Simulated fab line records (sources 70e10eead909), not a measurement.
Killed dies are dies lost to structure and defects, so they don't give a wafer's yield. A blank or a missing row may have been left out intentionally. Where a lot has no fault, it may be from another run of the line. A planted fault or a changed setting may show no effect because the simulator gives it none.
Matching of chambers    flow nand harc    NHARC_A_STAIRCASE_DESCUM_291 on rie diel-03: 4 sister chambers
The step chemistry O2, time 3 s. 4 wafers are shown with their chamber, then 7 later ones without.

WAFERS, EACH WITH ITS CHAMBER
wafer   chamber  showerhead plenum p Torr (Torr)
L085.5  0        1.83
L085.6  3        1.95
L089.1  1        1.77
L089.3  2        1.93

WAFERS WITHOUT THEIR CHAMBER
wafer   showerhead plenum p Torr (Torr)
L089.4  1.82
L088.4  1.95
L088.5  1.82
L088.6  1.95
L097.2  1.82
L097.4  1.92
L097.5  1.92

WHICH CHAMBER EACH WENT THROUGH
wafer   from the rows above  in truth
L089.4  0                    0
L088.4  3                    3
L088.5  0                    0
L088.6  3                    3
L097.2  0                    0
L097.4  2                    2
L097.5  2                    2
Placed correctly: 7 of 7. Left unplaced by these rows: 0. Placed wrongly: 0.
How it was worked out, from the rows above alone: a wafer's distance from a chamber is the root of the sum, over the readings, of the square of ((its reading less the chamber's mean) divided by the reading's scatter). The wafer belongs to the nearest chamber; if the next one is less than 2 further off, it can't be placed. A chamber's mean is the mean of its shown wafers. The scatter: with one shown wafer a chamber, the root of the mean of the squares of how far each hidden wafer lies from its nearest shown one.
